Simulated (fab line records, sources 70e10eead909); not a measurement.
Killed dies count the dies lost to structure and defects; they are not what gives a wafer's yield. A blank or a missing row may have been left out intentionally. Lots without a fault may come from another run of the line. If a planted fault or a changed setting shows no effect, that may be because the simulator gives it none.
A struck lot beside a sound one :: flow nand_harc :: 41 out of 1302 route steps
Sound: wafers L851.1, L851.2, L851.5. The struck wafers were L856.2, L856.3, L856.4. The cause is given at the end.
Order at every step that has rows: each side's tool, ch and its chambers, its first start. Under that, the readings that differ: sound wafers :: struck wafers :: difference of the means :: sigmas: that difference in standard deviations of wafers without a fault.
alike: readings whose means differ by less than 2 such deviations, and words and numbers that are the same on both sides. not compared: withheld readings, readings that some wafer has no value for, bounds like >300 that may hide the same value, and numbers for which the record gives no deviation and whose values overlap.
Wherever a step has rows on one side only, a row that says differs or no value, or a row with sigmas, the two part there. Numbers that don't overlap but have no deviation are shown without sigmas and don't part them. Lack of a reading on every wafer of one side parts them only where that side has two or more wafers.

first, 7 steps without rows for these wafers: NHARC_P_M1_COAT_34 (time 65 s); NHARC_P_M1_COAT_03 (resist thk 90 nm); NHARC_P_M1_SOFTBAKE_04 (time 55 s); NHARC_P_M1_EBR_05; NHARC_P_M1_EXPOSE_06 (exposes mask P M1, target cd 130 nm); NHARC_P_M1_PEB_07 (peb time 65 s); NHARC_P_M1_DEVELOP_08 (develop time 35 s).
NHARC_P_M1_CD_MEAS_09: the cd target is 130 nm.
  sound on cd_sem-03 ch 0, day 7 20:38; struck on cd_sem-02 ch 0, day 10 03:46
  alike: cd_nm
NHARC_P_M1_OVL_MEAS_10: pitch 260 nm.
  struck on overlay-01, day 10 03:52; sound on overlay-01, day 7 20:44
  alike: overlay_x_nm, overlay_y_nm
NHARC_P_M1_INSPECT_11:
  struck on defect_inspect-01, day 10 03:54; sound on defect_inspect-01, day 7 20:46
  alike: raw_defect_count
NHARC_P_M1_DESCUM_14: chemistry O2, time 3 s.
  sound on rie_diel-06 ch 0,2, day 7 20:50; struck on rie_diel-06 ch 0,1,2, day 10 03:58
  alike: drypump_motor_current_A, oes_product_au, rf_vpp_V, showerhead_plenum_p_Torr, throttle_valve_pct
  not compared: rf_hours_counter_h
then, 1 step without rows for these wafers: NHARC_P_M1_ETCH_35 (etches the open film in N2/H2, target depth 40 nm, overetch 12 nm, time 43.94 s).
NHARC_P_M1_ETCH_15: etches the open film in C4F8/Ar, target depth 182.5 nm, time 91.2 s.
  sound on rie_diel-06 ch 0,2, day 7 21:01; struck on rie_diel-06 ch 1,2,3, day 10 04:08
  alike: oes_product_au, rf_vpp_V
  not compared: rf_hours_counter_h
NHARC_P_M1_CD_MEAS_16:
  struck on cd_sem-03, day 10 04:16; sound on cd_sem-03, day 7 21:08
  alike: cd_nm
then, 3 steps without rows for these wafers: NHARC_P_M1_STRIP_18 (strips in N2/H2); NHARC_P_M1_ETCH_28 (etches the open film in CF4/N2, target depth 30 nm, time 72.99 s); NHARC_P_M1_STRIP_19 (strips in post etch residue remover, time 600 s).
NHARC_P_M1_DEGAS_29: time 60 s.
  struck on pvd_sputter-01, day 10 04:59; sound on pvd_sputter-01, day 7 21:52
  alike: heater_power_w
then, 4 steps without rows for these wafers: NHARC_P_M1_PRE_CLEAN_30 (time 30 s); NHARC_P_M1_PVD_20 (deposits TaN, target thk 5 nm, time 8.06 s); NHARC_P_M1_PVD_21 (deposits Cu, target thk 30 nm, time 20.49 s); NHARC_P_M1_ECD_22 (material Cu, target thk 400 nm).
NHARC_P_M1_ANNEAL_31: time 90 s.
  sound on rtp_anneal-01 ch 0, day 7 22:35; struck on rtp_anneal-02 ch 0, day 10 05:46
  alike: wafer_temp_C_max
then, 1 step without rows for these wafers: NHARC_P_M1_CMP_23 (polishes, t overpolish 20 s, target thk 157.82 nm).
NHARC_P_M1_THK_MEAS_24: measures by xrf.
  struck on film_metro-01, day 10 06:23; sound on film_metro-02, day 7 23:15
  alike: thk_nm
then, 1 step without rows for these wafers: NHARC_P_M1_SRD_25.
NHARC_P_M1_PRE_CLEAN_32: time 12 s.
  sound on pecvd-02 ch 0,2, day 7 23:32; struck on pecvd-01 ch 0,1, day 10 06:36
  alike: heater_power_w
NHARC_P_M1_DEP_33: deposits SiCN, target thk 30 nm.
  sound on pecvd-02 ch 0,2, day 7 23:37; struck on pecvd-01 ch 0,1, day 10 06:41
  alike: heater_power_w
then, 10 steps without rows for these wafers: NHARC_P_M2_DEP_00 (deposits SiOC, target thk 182.5 nm); NHARC_P_M2_DEHYDRATE_01 (time 120 s); NHARC_P_M2_HMDS_02 (time 30 s); NHARC_P_M2_COAT_34 (time 65 s); NHARC_P_M2_COAT_03 (resist thk 90 nm); NHARC_P_M2_SOFTBAKE_04 (time 55 s); NHARC_P_M2_EBR_05; NHARC_P_M2_EXPOSE_06 (exposes mask P M2, target cd 170 nm); NHARC_P_M2_PEB_07 (peb time 65 s); NHARC_P_M2_DEVELOP_08 (develop time 35 s).
NHARC_P_M2_CD_MEAS_09: the cd target is 170 nm.
  sound on cd_sem-01 ch 0, day 8 00:51; struck on cd_sem-03 ch 0, day 10 07:48
  alike: cd_nm
NHARC_P_M2_OVL_MEAS_10: pitch 340 nm.
  struck on overlay-02, day 10 07:53; sound on overlay-01, day 8 00:56
  alike: overlay_x_nm, overlay_y_nm
-- record jumps: 18 days between struck wafers' starts before vs after; left off in module P_M2, resumes in module END, first step shown is number 1302 of the route --
NHARC_END_SORT_01:
  sound on prober-02 ch 0, day 25 17:13; struck on prober-01 ch 0, day 28 10:11
reading: defect_limited_yield (%)
sound: 97 97 95
struck: 85 81 78
difference: -15
sigmas: -4

reading: killed_at_periphery
sound: 1 2 2
struck: 59 91 108
difference: +84
sigmas: +31

reading: killed_dies
sound: 18 23 31
struck: 100 126 146
difference: +100
sigmas: +4
  alike: killed_at_array, killed_at_other, killed_open, killed_short

## WHERE THEY PART
NHARC_END_SORT_01 only, going by this record.

WHY: what the simulator had put in
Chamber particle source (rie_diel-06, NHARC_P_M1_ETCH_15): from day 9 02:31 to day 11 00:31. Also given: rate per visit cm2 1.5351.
